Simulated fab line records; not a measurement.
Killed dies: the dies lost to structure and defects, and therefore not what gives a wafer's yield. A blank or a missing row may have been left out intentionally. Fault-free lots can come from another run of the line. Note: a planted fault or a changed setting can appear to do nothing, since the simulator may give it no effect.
Which of the tools did it? :: flow nand harc :: route of 1159 steps, sampled at 1 step: 24 lots, 72 wafers

== WHAT THE GAUGES SHOWED, per wafer ==
NHARC_A_CHANNEL_HOLE_D1_INSPECT_12.
lot: L074
measured: day 8 08:10
on: defect inspect-01
raw defect count: 3 4 3

lot: L075
measured: day 8 08:58
on: defect inspect-01
raw defect count: 10 1 9

lot: L076
measured: day 9 00:28
on: defect inspect-01
raw defect count: 2 2 3

lot: L077
measured: day 9 00:55
on: defect inspect-02
raw defect count: 2 7 4

lot: L078
measured: day 9 13:59
on: defect inspect-02
raw defect count: 4 6 2

lot: L079
measured: day 9 14:16
on: defect inspect-02
raw defect count: 9 7 7

lot: L080
measured: day 9 14:26
on: defect inspect-02
raw defect count: 5 5 2

lot: L081
measured: day 9 22:53
on: defect inspect-02
raw defect count: 6 9 11

lot: L082
measured: day 10 06:04
on: defect inspect-01
raw defect count: 5 7 5

lot: L083
measured: day 10 14:59
on: defect inspect-01
raw defect count: 1 3 4

lot: L084
measured: day 10 20:23
on: defect inspect-01
raw defect count: 12 5 8

lot: L086
measured: day 11 14:32
on: defect inspect-02
raw defect count: 7 6 12

lot: L087
measured: day 11 14:58
on: defect inspect-02
raw defect count: 4 4 4

lot: L085
measured: day 11 15:49
on: defect inspect-02
raw defect count: 8 4 3

lot: L089
measured: day 12 04:58
on: defect inspect-02
raw defect count: 8 8 6

lot: L088
measured: day 12 05:07
on: defect inspect-02
raw defect count: 6 5 8

lot: L090
measured: day 12 15:43
on: defect inspect-02
raw defect count: 6 5 6

lot: L091
measured: day 12 16:02
on: defect inspect-02
raw defect count: 4 6 1

lot: L093
measured: day 12 16:12
on: defect inspect-02
raw defect count: 4 8 3

lot: L092
measured: day 12 17:49
on: defect inspect-02
raw defect count: 4 5 7

lot: L095
measured: day 13 04:51
on: defect inspect-02
raw defect count: 6 7 2

lot: L094
measured: day 13 05:58
on: defect inspect-01
raw defect count: 17 9 3

lot: L096
measured: day 13 15:23
on: defect inspect-01
raw defect count: 3 2 3

lot: L097
measured: day 14 01:16
on: defect inspect-01
raw defect count: 5 5 6

== WHAT TOOL EACH LOT RAN ON (gives the tool, then ch and the chambers of the sampled wafers, and finally the start) ==
The record shows no process step preceding these readings.

== WHAT THE TOOLS THEMSELVES READ (means of the sampled wafers that have a number; where no wafer has one, the mark that the record gives instead) ==
The record holds no such reading with a usual standard deviation.

== THE ANSWER, worked out from the rows above alone ==
Rule: usual is defined by the lots themselves. The widest of any qualifying gaps counts: lots, ordered by their means at a reading, are off when they make up no more than a third of the lots, leave a main group of 4 or more, and stand apart from it by 3 or more times the standard deviation of that group's means. A main group whose means are all the same, to the digits that the tables above print for the reading, isn't used. Also off: a lot with no number at a reading for which 4 or more lots have one. All remaining lots with rows at the step are treated as sound. First the gauges in route order, then the tools' own readings, where a lot's mean is used as printed above. The first step at which some lot is off is used, and at that step the reading that is off furthest; a lot without a number counts as furthest.
No lot is off on any of the readings shown, so nothing can be concluded from this.

== WHAT THE SIMULATOR HAD INSERTED ==
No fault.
